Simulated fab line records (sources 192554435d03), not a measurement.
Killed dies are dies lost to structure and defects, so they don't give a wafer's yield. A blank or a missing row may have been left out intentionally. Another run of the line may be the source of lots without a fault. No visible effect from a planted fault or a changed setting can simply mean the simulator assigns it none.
Split-lot experiment | flow n5 finfet | route with 1938 steps; 7 lots, 21 wafers read

THE SPLIT
At N5_HKMG_FIN_COAT_06 (resist thk 90 nm), the setting spin rpm was moved away from the recipe's 1500 rpm on 9 of the 21 wafers read, by -6.3% to +8.9%. All remaining wafers had this setting at the recipe value.

The reading is taken at the split's own step.

THE READING
CAR-ArF_of_HKMG_FIN_COAT_06.thk nm (the simulator's own value, which no gauge read), in nm, at N5_HKMG_FIN_COAT_06 (resist thk 90 nm). The file does not state a usual value for it. Here, 12 wafers ran the recipe; their average is 90.0 nm with a standard deviation of 0.25 nm.

wafer  | tool, chamber at the split | spin rpm as run, rpm | against the recipe | CAR-ArF_of_HKMG_FIN_COAT_06.thk nm, nm | against lot-mates on the recipe
L074.2 | litho track-05, 0          | 1617                 | +7.8%              | 87                                     | -3.4
L074.6 | litho track-05, 0          | 1617                 | +7.8%              | 87                                     | -3.4
L074.4 | litho track-05, 0          | 1500                 | recipe             | 90.4                                   | -
L075.1 | litho track-05, 0          | 1500                 | recipe             | 90                                     | -
L075.3 | litho track-05, 0          | 1500                 | recipe             | 89.8                                   | -
L075.4 | litho track-05, 0          | 1634                 | +8.9%              | 86                                     | -3.9
L076.1 | litho track-04, 0          | 1500                 | recipe             | 89.8                                   | -
L076.2 | litho track-04, 0          | 1500                 | recipe             | 89.8                                   | -
L076.3 | litho track-04, 0          | 1500                 | recipe             | 89.6                                   | -
L078.1 | litho track-05, 0          | 1543                 | +2.9%              | 88.4                                   | -1.4
L078.5 | litho track-05, 0          | 1543                 | +2.9%              | 88.6                                   | -1.2
L078.6 | litho track-05, 0          | 1500                 | recipe             | 89.8                                   | -
L083.3 | litho track-05, 0          | 1500                 | recipe             | 90.4                                   | -
L083.5 | litho track-05, 0          | 1500                 | recipe             | 90.2                                   | -
L083.6 | litho track-05, 0          | 1500                 | recipe             | 90.2                                   | -
L088.2 | litho track-05, 0          | 1500                 | recipe             | 90.2                                   | -
L088.3 | litho track-05, 0          | 1406                 | -6.3%              | 93.2                                   | +3.0
L088.4 | litho track-05, 0          | 1406                 | -6.3%              | 93.2                                   | +3.0
L090.1 | litho track-04, 0          | 1500                 | recipe             | 90                                     | -
L090.3 | litho track-04, 0          | 1620                 | +8.0%              | 86.6                                   | -3.4
L090.4 | litho track-04, 0          | 1620                 | +8.0%              | 86.6                                   | -3.4

THE FIT
A straight line over all 21 wafers: CAR-ArF_of_HKMG_FIN_COAT_06.thk nm changes by -0.444 nm for each +1% of spin rpm; r = -0.99; the points scatter about the line by 0.29 nm.
The same after taking each lot's own level away (the mean of its wafers on the recipe; 21 wafers): -0.445 nm for each +1%; r = -1.00; scatter 0.11 nm.
Per that fit: largest spin rpm move, reading shift of 4 nm.
Across the lots, their own levels run from 89.73 to 90.40 nm, a range of 2.7 times the standard deviation given above.
Consequently the slope shifts little with the lot-to-lot level, the two slopes agreeing.
Check: for one of the wafers moved furthest among these (+8.9%), held out of the fit, the line's prediction against its lot-mates is -3.94 nm. Against them it came out at -3.9 nm.

ADDITIONAL SPLITS CARRIED BY THESE WAFERS
Note: prior to the reading, these wafers also went through further splits. Each is held against what the fit with the lots' levels taken away leaves over:
other split on the same wafers                    | wafers away from the commonest value | r with CAR-ArF_of_HKMG_FIN_COAT_06.thk nm (lot level and that fit taken away)
N5_ZERO_LAYER_EXPOSE_08 dose mj                   | 7                                    | +0.02
N5_ZERO_LAYER_DEVELOP_10 develop time s           | 5                                    | +0.29
N5_PMOS_HMC_CHANNEL_EPI_EXPOSE_06 dose mj         | 4                                    | -0.27
N5_PMOS_HMC_CHANNEL_EPI_DEVELOP_08 develop time s | 7                                    | -0.21
N5_FIN_SAQP_HM_DEP_03 time s                      | 8                                    | +0.02
N5_FIN_SAQP_EXPOSE_13 dose mj                     | 6                                    | -0.03
N5_SD_EPI_N_ETCH_35 time s                        | 7                                    | -0.08

THE FILE'S OWN FIT
CAR-ArF_of_HKMG_FIN_COAT_06.thk nm changes by -0.441 nm for each +1% of spin rpm, r = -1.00.
